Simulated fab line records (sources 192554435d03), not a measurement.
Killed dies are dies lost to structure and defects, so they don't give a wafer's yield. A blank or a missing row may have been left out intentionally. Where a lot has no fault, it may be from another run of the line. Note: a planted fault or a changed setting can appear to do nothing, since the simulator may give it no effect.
Matching of chambers | flow n5-finfet | cmp-01 running N5_ILD0_CMP_12: 4 sister chambers
The step polishes SiNx, stops on poly-Si, t overpolish 6 s, target thk 17.67 nm. 4 wafers are shown with their chamber, then 7 later ones without.

## WAFERS WITH THEIR CHAMBER
wafer  | chamber | motor-current-A (A)
L077.5 | 2       | 8.8
L082.5 | 1       | 7.8
L091.1 | 0       | 9.3
L091.2 | 3       | 10.0

## WAFERS WHOSE CHAMBER IS MISSING
wafer  | motor-current-A (A)
L091.5 | 9.8
L092.1 | 9.5
L092.2 | 7.5
L092.3 | 9.1
L093.1 | 9.1
L093.4 | 9.7
L093.5 | 7.8

## EACH ONE'S CHAMBER
wafer  | from the rows above     | in truth
L091.5 | can't be placed: 3 or 0 | 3
L092.1 | can't be placed: 0 or 3 | 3
L092.2 | 1                       | 1
L092.3 | can't be placed: 0 or 2 | 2
L093.1 | can't be placed: 0 or 2 | 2
L093.4 | can't be placed: 3 or 0 | 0
L093.5 | 1                       | 1
Correctly placed: 2 of 7. Cannot be placed on the basis of these rows: 5; the candidates contain the true chamber in 5. Number placed wrongly: 0.
How it was worked out, from the rows above alone: a wafer's distance from a chamber is the root of the sum, over the readings, of the square of ((its reading less the chamber's mean) divided by the reading's scatter). If the next closest chamber is less than 2 further off than the closest, the wafer can't be placed; otherwise it belongs to the closest. For every chamber, the mean is computed from those of its wafers that are shown. The scatter (one wafer shown for each chamber): square how far every hidden wafer sits from the nearest shown wafer, average those squares and take the square root.
